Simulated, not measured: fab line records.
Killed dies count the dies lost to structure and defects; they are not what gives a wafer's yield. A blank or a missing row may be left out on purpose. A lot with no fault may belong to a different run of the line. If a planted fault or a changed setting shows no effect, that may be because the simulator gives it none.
A struck lot beside a sound one || flow n5Finfet || 39 out of 1938 route steps
Sound: wafers L988.1, L988.4, L988.5. Wafers struck: L977.1, L977.3, L977.5. The cause comes at the end.
For every step that has rows: the tool of each side, followed by ch and its chambers, followed by its first start. Under that, the readings that differ: sound wafers || struck wafers || difference of the means || sigmas: that difference in standard deviations of wafers without a fault.
alike: a reading whose means differ by less than 2 such deviations, as well as words and numbers matching on both sides. not compared: withheld readings; readings where some wafer has no value; bounds like >300 that might hide an equal value; numbers whose values overlap and for which the record gives no deviation.
A row with sigmas, a row that says differs or no value, or rows on one side alone: a step with any of these is where the two part. Numbers that have no deviation but don't overlap get no sigmas and don't part them. A reading that every wafer of one side lacks parts them only if that side has two wafers or more.

first, 9 steps without rows for these wafers: N5_BEOL_M4_ANNEAL_95 (time 240 s); N5_BEOL_M4_SPUTTER_96 (material Cu, target thk 4.5 nm, time 8.29 s); N5_BEOL_M4_ECD_50 (material Cu, target thk 300 nm); N5_BEOL_M4_ANNEAL_51 (time 90 s); N5_BEOL_M4_CMP_52 (polishes, stops on SiOC, t overpolish 6.8 s, target thk 40 nm); N5_BEOL_M4_PRE_CLEAN_60 (time 15 s); N5_BEOL_M4_CO_CAP_55 (material Co, precursor CCTBA/H2, target thk 2 nm, time 102.1 s); N5_BEOL_M4_PRE_CLEAN_56 (time 15 s); N5_BEOL_M4_DEP_57 (deposits SiCN from 3MS/NH3, target thk 8 nm, time 14 s).
N5_BEOL_M4_RC_MEAS_101:
  sound on prober-02 ch 0, day 13 06:28; struck on prober-01 ch 0, day 9 17:12
  alike: DIBL_N, DIBL_P, IOFF_N, IOFF_P, ION_N, ION_P, SS_N, SS_P, VT_N, VT_P
then, 24 steps without rows for these wafers: N5_BEOL_M5_ILD_DEP_00 (deposits SiCOH lowk from DEMS/porogen, target thk 140.64 nm, time 25.9 s); N5_BEOL_M5_CURE_79 (cures SiCOH lowk, time 240 s); N5_BEOL_M5_PECVD_70 (deposits SiO2 from TEOS/O2, target thk 16 nm, time 18 s); N5_BEOL_M5_HM_DEP_02 (deposits TiN, target thk 20 nm); N5_BEOL_M5_COAT_59 (time 60 s, resist thk 60 nm); N5_BEOL_M5_COAT_60 (time 60 s, resist thk 12 nm); N5_BEOL_M5_COAT_71 (time 60 s, resist thk 5 nm); N5_BEOL_M5_COAT_05 (resist thk 30 nm); N5_BEOL_M5_EBR_07; N5_BEOL_M5_SOFTBAKE_06 (time 60 s); N5_BEOL_M5_EXPOSE_08 (exposes mask M5, target cd 28 nm); N5_BEOL_M5_PEB_09 (peb time 60 s); N5_BEOL_M5_DEVELOP_10 (develop time 30 s); N5_BEOL_M5_DESCUM_16 (chemistry O2, time 7 s); N5_BEOL_M5_ETCH_72 (etches underlayer in N2/H2, target depth 6.5 nm, time 5.2 s); N5_BEOL_M5_ETCH_61 (etches SiARC in CF4, target depth 15.6 nm, time 26 s); N5_BEOL_M5_ETCH_62 (etches SOC in N2/H2, target depth 75 nm, overetch 15 nm, time 112.5 s); N5_BEOL_M5_STRIP_63 (strips in N2/H2); N5_BEOL_M5_STRIP_73 (strips in N2/H2); N5_BEOL_M5_STRIP_64 (strips in CF4); N5_BEOL_M5_HM_OPEN_17 (chemistry Cl2/BCl3, target TiN, target depth 20 nm, overetch 6 nm); N5_BEOL_M5_STRIP_19 (strips in O2); N5_BEOL_M5_COAT_65 (time 60 s, resist thk 60 nm); N5_BEOL_M5_COAT_66 (time 60 s, resist thk 12 nm).
-- a jump in the record: the struck wafers' starts before and after are 3 days apart (it breaks off in module BEOL_M5 and resumes in module BEOL_M14, where the first step shown is number 1765 of the route) --
N5_BEOL_M14_ECD_47: material Cu, target thk 1248 nm.
  sound on ecdCu-02 ch 0,1, day 16 18:43; struck on ecdCu-01 ch 0,1, day 12 17:32
N5_BEOL_M14_CMP_49: polishes, stops on SiO2, t overpolish 5.2 s, target thk 560 nm.
  sound on cmp-02 ch 0,1,3, day 16 19:16; struck on cmp-01 ch 0,3, day 12 18:01
{"reading": "timeToEndpointS (s)", "sound": "124 124 116", "struck": "9 10 12", "difference": -111, "sigmas": -24}
  alike: motorCurrentA
  not compared: padLifeWafers
N5_BEOL_M14_THK_MEAS_50: measures by xrf.
  sound on filmMetro-01 at day 16 19:31; struck on filmMetro-02 at day 12 18:19
{"reading": "M14_THK (nm)", "sound": "545 552 544", "struck": "- - -", "difference": "no value on the struck wafers", "sigmas": ""}
N5_BEOL_M14_RS_MEAS_54: measures by four-point-probe.
  sound on filmMetro-01 at day 16 19:38; struck on filmMetro-01 at day 12 18:27
{"reading": "M14_RS (ohm/sq)", "sound": "0.0336 0.0335 0.0339", "struck": "32.707 32.491 33.002", "difference": "+32.700", "sigmas": "+99 or more"}
N5_PASSIVATION_PROBE_49:
  only the struck wafers here have rows in the record (prober-01, day 13 14:31); the sound ones have none

WHERE THEY PART
At N5_BEOL_M14_CMP_49 first; at N5_PASSIVATION_PROBE_49 last (within this record only).

WHY: the cause the simulator had injected
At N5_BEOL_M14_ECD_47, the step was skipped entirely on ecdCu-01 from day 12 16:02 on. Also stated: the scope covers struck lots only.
